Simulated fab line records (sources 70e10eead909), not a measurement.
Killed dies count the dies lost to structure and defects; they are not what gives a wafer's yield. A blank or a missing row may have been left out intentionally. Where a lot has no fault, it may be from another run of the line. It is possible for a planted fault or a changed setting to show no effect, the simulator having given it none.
Problem report, 8D (eight disciplines) form, completed by code    flow nand_harc    the parts of the form that need people (team, actions taken, sign-off) are left out

1. WHAT WENT WRONG
At NHARC_END_SORT_01, killed_at_other averages 80.5 over 2 wafers from 2 lots, while fault-free wafers read 0.7, standard deviation 0.94. That is +85 standard deviations from the usual mean.
Earliest sighting: wafer L765.3 on prober-02 at day 31 14:51. The record has a number at this step for 39 wafers belonging to 13 lots. The rule behind "out" and "out of limits": a value lying over 4 standard deviations away from the usual mean. Any other wafer with a number is counted as sound.

2. WHAT IT IS, WHAT IT ISN'T
question                     is                 is not
which readings at this step  killed_at_other    killed_at_array, killed_at_periphery, killed_open, killed_short
which lots                   L765, L766         L748, L749, L751, L752, L753, L754, L755, L759, L760, L770, L771
which wafers of those lots   L765.3, L766.2     L765.1, L765.4, L766.3, L766.6
read on which gauges         prober-02          prober-01
when                         from day 31 14:51  up to then (28 sound wafers); but 9 sound wafers of L765, L766, L770, L771 came after

3. THE SUSPECTS, EACH WITH WHAT RULES IT OUT
Counting: if a tool at a process step up to the reading ran every lot that is out, it stays a suspect. Sound lots after the first of them don't rule it out here, since some wafers of a struck lot are sound.
- the gauge at NHARC_END_SORT_01: kept. All the wafers that are out were read on prober-02, and no step on other tools shows them out.
- wet_bench-08 at NHARC_THIN_TSV_PRECLEAN_41 (cleans in SC1): kept. Ran every lot that is out, first one L765 (day 30 22:35); last sound lot up to then L759 (day 29 05:43).
- pvd_sputter-02 at NHARC_THIN_TSV_DEGAS_49 (time 120 s): kept. It ran every lot that is out, first L765 (day 31 02:23).
- rtp_anneal-01 at NHARC_THIN_TSV_ANNEAL_52 (time 90 s): kept. Ran every lot that is out, first one L765 (day 31 03:34); last sound lot up to then L754 (day 26 16:31).
Left after counting: wet_bench-08 at NHARC_THIN_TSV_PRECLEAN_41, pvd_sputter-02 at NHARC_THIN_TSV_DEGAS_49, rtp_anneal-01 at NHARC_THIN_TSV_ANNEAL_52, prober-02 at NHARC_END_SORT_01.

4. THE CAUSE (what the simulator had put in)
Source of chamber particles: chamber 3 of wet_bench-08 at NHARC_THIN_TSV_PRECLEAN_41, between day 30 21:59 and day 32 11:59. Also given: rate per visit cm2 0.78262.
After counting, 4 suspects remain, this tool included.

5. THE CHAIN OF EFFECTS, in route order
Each row: a reading whose mean over the struck wafers that have a number lies more than 3 standard deviations from the usual. Only readings for which the record gives a usual standard deviation are gone through. hours: the time from each lot's start at the first step in this table that gives one to its start at this step, as a median over the lots. sigmas: the change in usual standard deviations.
hours  step               reading          usual  on struck wafers  change  sigmas
0      NHARC_END_SORT_01  killed_at_other  0.7    80.5              +79.8   +85

6. WHAT WOULD HAVE CAUGHT IT SOONER
17 hours passed between the start of the fault at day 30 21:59 and the first reading out of limits at a measuring or inspecting step in this record, taken at day 31 14:51.
All the lots that are out (2) had begun NHARC_THIN_TSV_PRECLEAN_41 on wet_bench-08 by day 31 14:51. A hold on the tool at that time would have spared none of them.
